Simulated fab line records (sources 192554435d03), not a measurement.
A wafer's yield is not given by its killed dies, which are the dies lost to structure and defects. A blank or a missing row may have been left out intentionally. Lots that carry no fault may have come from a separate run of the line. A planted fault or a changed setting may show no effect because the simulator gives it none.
Which of the tools did it? :: flow n5Finfet :: 39 wafers from 13 lots sampled at 3 of the route's 1938 steps

== WHAT EACH GAUGE READ, for each wafer ==
No reading from a measuring or inspecting step in the record can be judged against a usual standard deviation.

== WHAT TOOL EACH LOT RAN ON (gives the tool, then ch and the chambers of the sampled wafers, and finally the start) ==
lot: L702
N5_HKMG_FIN_ALD_91: aldMetal-02 ch 0,1,2, day 4 04:29
N5_PASSIVATION_DEGAS_18: pvdSputter-03, day 11 23:07
N5_PASSIVATION_PROBE_49: -

lot: L703
N5_HKMG_FIN_ALD_91: aldMetal-02 ch 0,2, day 4 13:49
N5_PASSIVATION_DEGAS_18: pvdSputter-02, day 12 13:40
N5_PASSIVATION_PROBE_49: -

lot: L704
N5_HKMG_FIN_ALD_91: aldMetal-02 ch 0,2,3, day 4 20:10
N5_PASSIVATION_DEGAS_18: pvdSputter-02, day 12 14:05
N5_PASSIVATION_PROBE_49: -

lot: L707
N5_HKMG_FIN_ALD_91: aldMetal-03 ch 0,2,3, day 5 09:59
N5_PASSIVATION_DEGAS_18: pvdSputter-03, day 13 17:19
N5_PASSIVATION_PROBE_49: prober-01, day 13 23:29

lot: L708
N5_HKMG_FIN_ALD_91: aldMetal-03 ch 0,2,3, day 5 21:57
N5_PASSIVATION_DEGAS_18: pvdSputter-03, day 13 17:59
N5_PASSIVATION_PROBE_49: -

lot: L709
N5_HKMG_FIN_ALD_91: aldMetal-03 ch 0,2,3, day 5 23:29
N5_PASSIVATION_DEGAS_18: pvdSputter-01, day 13 19:55
N5_PASSIVATION_PROBE_49: -

lot: L710
N5_HKMG_FIN_ALD_91: aldMetal-02 ch 0,1,3, day 6 06:37
N5_PASSIVATION_DEGAS_18: pvdSputter-03, day 14 02:42
N5_PASSIVATION_PROBE_49: -

lot: L712
N5_HKMG_FIN_ALD_91: aldMetal-02 ch 0,1,3, day 6 16:23
N5_PASSIVATION_DEGAS_18: pvdSputter-03, day 13 16:46
N5_PASSIVATION_PROBE_49: -

lot: L714
N5_HKMG_FIN_ALD_91: aldMetal-02 ch 0,1,2, day 7 04:20
N5_PASSIVATION_DEGAS_18: pvdSputter-01, day 15 00:32
N5_PASSIVATION_PROBE_49: -

lot: L716
N5_HKMG_FIN_ALD_91: aldMetal-02 ch 2,3, day 7 13:43
N5_PASSIVATION_DEGAS_18: pvdSputter-02, day 15 12:53
N5_PASSIVATION_PROBE_49: prober-01, day 15 19:21

lot: L721
N5_HKMG_FIN_ALD_91: aldMetal-03 ch 0,2,3, day 8 21:53
N5_PASSIVATION_DEGAS_18: pvdSputter-03, day 16 16:59
N5_PASSIVATION_PROBE_49: -

lot: L723
N5_HKMG_FIN_ALD_91: aldMetal-03 ch 0,1,3, day 9 11:34
N5_PASSIVATION_DEGAS_18: pvdSputter-03, day 16 13:50
N5_PASSIVATION_PROBE_49: -

lot: L724
N5_HKMG_FIN_ALD_91: aldMetal-01 ch 1,2,3, day 9 15:09
N5_PASSIVATION_DEGAS_18: pvdSputter-03, day 17 11:11
N5_PASSIVATION_PROBE_49: -
- N5_HKMG_FIN_ALD_91: deposits TiN, target thk 1 nm, pulse time 1 s, purge time 3 s.
- N5_PASSIVATION_DEGAS_18: time 60 s.
- N5_PASSIVATION_PROBE_49

== AS READ BY THE TOOLS THEMSELVES (means over the sampled wafers that have a number; for cases with no such wafer, the mark the record gives instead) ==
N5_HKMG_FIN_ALD_91. Usual: heaterPowerOuterW 562 W, standard deviation 45; heaterPowerW 912 W, standard deviation 67; precursorPulseHeightRel 1.000, standard deviation 0.02.
lot: L702
tool: aldMetal-02
heaterPowerOuterW (W): 554
heaterPowerW (W): 905
precursorPulseHeightRel: 0.977
flag: 

lot: L703
tool: aldMetal-02
heaterPowerOuterW (W): 556
heaterPowerW (W): 893
precursorPulseHeightRel: 1.032
flag: 

lot: L704
tool: aldMetal-02
heaterPowerOuterW (W): 588
heaterPowerW (W): 915
precursorPulseHeightRel: 1.008
flag: 

lot: L707
tool: aldMetal-03
heaterPowerOuterW (W): 549
heaterPowerW (W): 903
precursorPulseHeightRel: 1.006
flag: 

lot: L708
tool: aldMetal-03
heaterPowerOuterW (W): 549
heaterPowerW (W): 902
precursorPulseHeightRel: 0.990
flag: 

lot: L709
tool: aldMetal-03
heaterPowerOuterW (W): 556
heaterPowerW (W): 923
precursorPulseHeightRel: 0.984
flag: 

lot: L710
tool: aldMetal-02
heaterPowerOuterW (W): 574
heaterPowerW (W): 912
precursorPulseHeightRel: 1.001
flag: 

lot: L712
tool: aldMetal-02
heaterPowerOuterW (W): 571
heaterPowerW (W): 925
precursorPulseHeightRel: 1.001
flag: 

lot: L714
tool: aldMetal-02
heaterPowerOuterW (W): 558
heaterPowerW (W): 907
precursorPulseHeightRel: 1.010
flag: 

lot: L716
tool: aldMetal-02
heaterPowerOuterW (W): 600
heaterPowerW (W): 957
precursorPulseHeightRel: 0.995
flag: 

lot: L721
tool: aldMetal-03
heaterPowerOuterW (W): 555
heaterPowerW (W): 920
precursorPulseHeightRel: 1.004
flag: 

lot: L723
tool: aldMetal-03
heaterPowerOuterW (W): 526
heaterPowerW (W): 864
precursorPulseHeightRel: 1.014
flag: 

lot: L724
tool: aldMetal-01
heaterPowerOuterW (W): 565
heaterPowerW (W): 924
precursorPulseHeightRel: 0.988
flag: 

N5_PASSIVATION_DEGAS_18. Usual: heaterPowerW at 420 W, with a standard deviation of 47.
lot: L702
tool: pvdSputter-03
heaterPowerW (W): 410
flag: 

lot: L703
tool: pvdSputter-02
heaterPowerW (W): 438
flag: 

lot: L704
tool: pvdSputter-02
heaterPowerW (W): 460
flag: 

lot: L707
tool: pvdSputter-03
heaterPowerW (W): 392
flag: 

lot: L708
tool: pvdSputter-03
heaterPowerW (W): 408
flag: 

lot: L709
tool: pvdSputter-01
heaterPowerW (W): 437
flag: 

lot: L710
tool: pvdSputter-03
heaterPowerW (W): 412
flag: 

lot: L712
tool: pvdSputter-03
heaterPowerW (W): 411
flag: 

lot: L714
tool: pvdSputter-01
heaterPowerW (W): 381
flag: 

lot: L716
tool: pvdSputter-02
heaterPowerW (W): 445
flag: 

lot: L721
tool: pvdSputter-03
heaterPowerW (W): 422
flag: 

lot: L723
tool: pvdSputter-03
heaterPowerW (W): 397
flag: 

lot: L724
tool: pvdSputter-03
heaterPowerW (W): 424
flag: 

N5_PASSIVATION_PROBE_49. Usual: defectLimitedYield 91.2 %, standard deviation 1.4; killed_at_M0_to_M3 34, standard deviation 9.4; killed_at_M4_up 13, standard deviation 5.8; killedAtContacts 13, standard deviation 6.4; killedAtFrontEnd 41, standard deviation 11; killedAtOther 3.1, standard deviation 2.3; killedDies 103, standard deviation 16; killedOnRim 13, standard deviation 3.4; killedOpen 69, standard deviation 12; killedShort 33, standard deviation 7.8; sort_bin_5_function 5.1 %, standard deviation 0.91; sort_bin_6_memory 3.3 %, standard deviation 0.63; sortNPass 1077, standard deviation 16; sortYieldPct 91.2 %, standard deviation 1.4.
lot: L707
tool: prober-01
defectLimitedYield (%): 92.5
killed_at_M0_to_M3: 31
killed_at_M4_up: 11
killedAtContacts: 6
killedAtFrontEnd: 40
killedAtOther: 0.0
killedDies: 88
killedOnRim: 15
killedOpen: 55
killedShort: 32
sort_bin_5_function (%): 4.2
sort_bin_6_memory (%): 3.1
sortNPass: 1092
sortYieldPct (%): 92.5
flag: 

lot: L716
tool: prober-01
defectLimitedYield (%): 89.2
killed_at_M0_to_M3: 28
killed_at_M4_up: 11
killedAtContacts: 13
killedAtFrontEnd: 71
killedAtOther: 4.0
killedDies: 127
killedOnRim: 19
killedOpen: 72
killedShort: 28
sort_bin_5_function (%): 6.0
sort_bin_6_memory (%): 3.8
sortNPass: 1053
sortYieldPct (%): 89.2
flag: 

== THE ANSWER, worked out from the rows above alone ==
Rule: a lot is off if the mean of its wafers that have a number lies more than 3 standard deviations from the usual mean. A lot without any number at a reading at which 4 lots or more have one is off too. Any other lot the step has rows for is counted as sound. After the gauges, taken in route order, come the tools' own readings; for these a lot's mean is taken, as printed above. The first step at which some lot is off is used, and at that step the reading that is off furthest; a lot without a number counts as furthest.
No lot is off at any reading shown: from this, nothing can be told.

== WHAT WAS PUT IN BY THE SIMULATOR ==
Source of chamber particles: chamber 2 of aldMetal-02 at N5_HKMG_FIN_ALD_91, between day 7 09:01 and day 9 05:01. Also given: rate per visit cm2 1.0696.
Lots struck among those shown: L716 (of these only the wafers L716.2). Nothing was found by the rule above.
